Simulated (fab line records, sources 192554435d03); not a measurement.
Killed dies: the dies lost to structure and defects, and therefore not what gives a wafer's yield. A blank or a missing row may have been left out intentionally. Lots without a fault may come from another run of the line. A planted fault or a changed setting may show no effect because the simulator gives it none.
Split-lot study    flow n5-finfet    21 wafers read from 7 lots, route of 1938 steps

== ON THE SPLIT ==
At N5_BEOL_M14_DEP_53 (deposits SiCN from 3MS/NH3, target thk 50 nm, time 17.8 s), the setting time-s was moved away from the recipe's 17.8 s on 7 of the 21 wafers read, by -4.9% to +13.8%. The other wafers ran this setting at the recipe's value.

Reading taken at the split's own step.

== THE READING ==
SiCN_of_BEOL_M14_DEP_53.thk-nm (the simulator's own value, which no gauge read), in nm, at N5_BEOL_M14_DEP_53 (deposits SiCN from 3MS/NH3, target thk 50 nm, time 17.8 s). There is no usual value for it anywhere in the file. Average 49.9 nm, standard deviation 0.57 nm, over the 14 wafers here run with the recipe.

wafer   tool, chamber at the split  time-s as run, s  against the recipe  SiCN_of_BEOL_M14_DEP_53.thk-nm, nm  against lot-mates on the recipe
L074.1  pecvd-04, 1                 18.52             +4.0%               51.6                                +1.6
L074.2  pecvd-04, 0                 18.52             +4.0%               50.4                                +0.4
L074.6  pecvd-04, 2                 17.8              recipe              50                                  -
L076.1  pecvd-02, 0                 17.8              recipe              49.6                                -
L076.2  pecvd-02, 1                 18.85             +5.9%               53                                  +3.6
L076.3  pecvd-02, 2                 17.8              recipe              49.2                                -
L082.1  pecvd-02, 2                 17.8              recipe              49.4                                -
L082.4  pecvd-02, 2                 17.8              recipe              50.4                                -
L082.6  pecvd-02, 1                 17.8              recipe              50.6                                -
L087.4  pecvd-04, 1                 17.8              recipe              50.4                                -
L087.5  pecvd-04, 2                 16.93             -4.9%               47.4                                -2.7
L087.6  pecvd-04, 0                 17.8              recipe              49.8                                -
L089.1  pecvd-04, 1,0               17.8              recipe              49.2                                -
L089.2  pecvd-04, 1,0               17.8              recipe              49.2                                -
L089.4  pecvd-04, 2                 17.8              recipe              49.8                                -
L094.1  pecvd-01, 1                 20.12             +13.0%              56.4                                +5.2
L094.3  pecvd-01, 0                 20.12             +13.0%              56                                  +4.8
L094.5  pecvd-01, 0                 17.8              recipe              51.2                                -
L095.2  pecvd-02, 0                 17.8              recipe              50                                  -
L095.4  pecvd-02, 2                 17.8              recipe              49.8                                -
L095.6  pecvd-02, 0                 20.26             +13.8%              57                                  +7.1
Rows listing several chambers each stand for several wafers; the file does not say which wafer went through which chamber.

THE FIT
A straight line over all 21 wafers: SiCN_of_BEOL_M14_DEP_53.thk-nm changes by +0.491 nm for each +1% of time-s; r = +0.97; the points scatter about the line by 0.61 nm.
The same after taking each lot's own level away (the mean of its wafers on the recipe; 21 wafers): +0.442 nm for each +1%; r = +0.97; scatter 0.59 nm.
According to that fit, moving time-s by its largest amount changes the reading by 6.1 nm.
The lots' own levels span 49.40 to 51.20 nm, that is 3.2 times the standard deviation above.
So the slope is not independent of the lot-to-lot level: the two fits are not the same.
Check: with one of the wafers moved furthest among these (+13.8%) left out of the fit, the line predicts +5.55 nm for it against its lot-mates. It came out at +7.1 nm against them.

== THESE WAFERS: OTHER SPLITS ==
These wafers also went through other splits before the reading. Each is held against what the fit with the lots' levels taken away leaves over:
other split on the same wafers         wafers away from the commonest value  r with SiCN_of_BEOL_M14_DEP_53.thk-nm (lot level and that fit taken away)
N5_BEOL_M14_DEVELOP_27 develop-time-s  8                                     -0.31

== FILE'S OWN FIT ==
SiCN_of_BEOL_M14_DEP_53.thk-nm changes by +0.463 nm for each +1% of time-s, r = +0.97.
